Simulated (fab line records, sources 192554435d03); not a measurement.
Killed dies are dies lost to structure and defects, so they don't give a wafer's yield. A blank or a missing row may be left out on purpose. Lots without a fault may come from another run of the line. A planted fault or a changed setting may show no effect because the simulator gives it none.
Chamber matching | flow n5_finfet | N5_BEOL_M0_SAQP_PECVD_03 on pecvd-02: 3 sister chambers
The step deposits SiCN from 3MS/NH3, target thk 12 nm, time 21.1 s. 6 wafers are shown with their chamber, then 7 later ones without.

WAFERS WITH THEIR CHAMBER
wafer  | chamber | throttle_valve_pct (%) | showerhead_plenum_p_Torr (Torr)
L076.6 | 1       | 9.8                    | 3.662
L077.2 | 2       | 8.7                    | 3.660
L088.3 | 0       | 9.4                    | 3.683
L088.4 | 1       | 9.7                    | 3.656
L091.3 | 0       | 9.5                    | 3.682
L091.4 | 2       | 8.5                    | 3.658

WAFERS WITHOUT THEIR CHAMBER
wafer  | throttle_valve_pct (%) | showerhead_plenum_p_Torr (Torr)
L091.5 | 9.7                    | 3.676
L094.1 | 9.7                    | 3.669
L094.2 | 9.6                    | 3.679
L094.4 | 9.9                    | 3.657
L096.3 | 9.8                    | 3.661
L096.4 | 10.0                   | 3.662
L096.5 | 9.4                    | 3.683

WHICH CHAMBER EACH WENT THROUGH
wafer  | from the rows above     | in truth
L091.5 | 0                       | 0
L094.1 | can't be placed: 1 or 0 | 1
L094.2 | 0                       | 0
L094.4 | 1                       | 1
L096.3 | 1                       | 1
L096.4 | 1                       | 1
L096.5 | 0                       | 0
Placed correctly: 6 of 7. Can't be placed from these rows: 1 (the true chamber is among the candidates in 1). Placed wrongly: 0.
How it was worked out, from the rows above alone: a wafer's distance from a chamber is the root of the sum, over the readings, of the square of ((its reading less the chamber's mean) divided by the reading's scatter). The wafer belongs to the nearest chamber; if the next one is less than 2 further off, it can't be placed. A chamber's mean is the mean of its shown wafers. The scatter: the root of (the sum of the squares of (reading less its chamber's mean) over the shown wafers, divided by (wafers less chambers)).
